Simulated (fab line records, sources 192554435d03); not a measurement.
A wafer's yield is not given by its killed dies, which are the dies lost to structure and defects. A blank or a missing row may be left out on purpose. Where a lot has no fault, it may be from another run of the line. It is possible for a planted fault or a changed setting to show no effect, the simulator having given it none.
Struck lot and sound lot, side by side ; flow n5Finfet ; 16 out of 1938 route steps
Sound: these wafers, L552.1, L552.2, L552.6. Struck: wafer L544.6 (left out: L544.2, a lot-mate that was not struck); the cause follows at the end.
Per side, at each step with rows, come the tool, then ch with its chambers, and then its first start. Under that, the readings that differ: sound wafers ; struck wafers ; difference of the means ; sigmas: that difference in standard deviations of wafers without a fault.
alike: words and numbers the same on both sides, and readings whose means are apart by under 2 such deviations; not compared: readings that were withheld, readings missing a value for some wafer, numbers with overlapping values and no deviation given by the record, and bounds like >300 which may hide the same value.
The two part at a step that has a row with sigmas, a row that says differs or no value, or rows on one side only. Numbers that have no deviation but don't overlap get no sigmas and don't part them. Lack of a reading on every wafer of one side parts them only where that side has two or more wafers.

first, 5 steps without rows for these wafers: N5_WELL_APT_SOFTBAKE_20 (time 60 s); N5_WELL_APT_EXPOSE_22 (exposes mask PWELL, defocus 0 nm, target cd 200 nm); N5_WELL_APT_PEB_23 (peb time 90 s); N5_WELL_APT_DEVELOP_24 (develop time 45 s); N5_WELL_APT_HARDBAKE_29 (time 120 s).
N5_WELL_APT_CD_MEAS_25 targets a cd of 200 nm.
  sound on cdSem-02 ch 0, day 4 21:31; struck on cdSem-03 ch 0, day 2 21:05
  alike: cdNm
N5_WELL_APT_OVL_MEAS_26:
  sound on overlay-02 ch 0, day 4 21:33; struck on overlay-02 ch 0, day 2 21:07
  alike: PWELL_OVL
N5_WELL_APT_INSPECT_27: inspects for defects (macro).
  struck on defectInspect-02, day 2 21:08; sound on defectInspect-01, day 4 21:35
  alike: rawDefectCount
N5_WELL_APT_DESCUM_30: chemistry O2, time 7.9 s.
  sound on rieDiel-01 ch 1,3, day 4 21:37; struck on rieDiel-02 ch 1, day 2 21:10
  alike: drypumpMotorCurrentA, oesProductAu, rfFwdPowerW, rfVppV, showerheadPlenumPTorr, tempC, throttleValvePct
  not compared: rfHoursCounterH
then, 3 steps without rows for these wafers: N5_WELL_APT_IMPLANT_31; N5_WELL_APT_IMPLANT_32; N5_WELL_APT_STRIP_33 (strips in SPM, time 900 s).
N5_WELL_APT_RTA_34: time 10 s.
  sound on rtpAnneal-02 ch 0, day 4 22:22; struck on rtpAnneal-01 ch 0, day 2 22:01
reading;sound;struck;difference;sigmas
lampPowerPct (%);13.01 12.96 12.97;13.28;+0.30;+6
lamp_zone_1_pct (%);13.02 13.00 13.01;13.30;+0.29;+9
lamp_zone_2_pct (%);13.01 12.97 12.95;13.26;+0.28;+8
lamp_zone_3_pct (%);13.02 12.97 13.03;13.17;+0.16;+5
lamp_zone_4_pct (%);13.02 12.99 12.96;13.24;+0.25;+8
lamp_zone_5_pct (%);13.02 13.00 13.01;13.23;+0.22;+7
lamp_zone_6_pct (%);12.93 12.87 12.91;13.19;+0.29;+9
lamp_zone_7_pct (%);13.428 13.431 13.366;13.689;+0.281;+10
  alike: wafer_temp_C_max
then, 1 step without rows for these wafers: N5_WELL_APT_OXIDE_STRIP_42 (strips SiO2 in dHF, time 45 s, target depth 12 nm).
-- a jump in the record: the struck wafers' starts before and after are 6 days apart (it breaks off in module WELL_APT and resumes in module BEOL_M4, where the first step shown is number 1111 of the route) --
N5_BEOL_M4_RC_MEAS_101:
  sound on prober-02 ch 0, day 11 16:21; struck on prober-01 ch 0, day 8 21:22
reading;sound;struck;difference;sigmas
IOFF_P (nA/um);0.15 0.16 0.18;0.26;+0.10;+2
VT_P (mV);-255 -257 -253;-246;+9;+2
  alike: DIBL_N, DIBL_P, IOFF_N, ION_N, ION_P, SS_N, SS_P, VT_N
-- here the record skips 5 days between the struck wafers' starts before and after, leaving off in module BEOL_M4 and picking up in module PASSIVATION (first step shown: number 1936 of the route) --
N5_PASSIVATION_PROBE_49:
  struck on prober-02, day 13 11:35; sound on prober-02, day 16 01:09
reading;sound;struck;difference;sigmas
killedAtContacts;9 14 16;28;+15;+2
  alike: defectLimitedYield, killed_at_M0_to_M3, killed_at_M4_up, killedAtFrontEnd, killedAtOther, killedDies, killedOpen, killedShort, sort_bin_5_function, sort_bin_6_memory, sortNPass, sortYieldPct

== WHERE THEY PART ==
Earliest at N5_WELL_APT_RTA_34; latest, in this record, at N5_PASSIVATION_PROBE_49.

WHY: whatever the simulator had introduced
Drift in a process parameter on rtpAnneal-01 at N5_WELL_APT_RTA_34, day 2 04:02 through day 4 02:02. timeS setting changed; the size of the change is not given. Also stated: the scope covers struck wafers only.
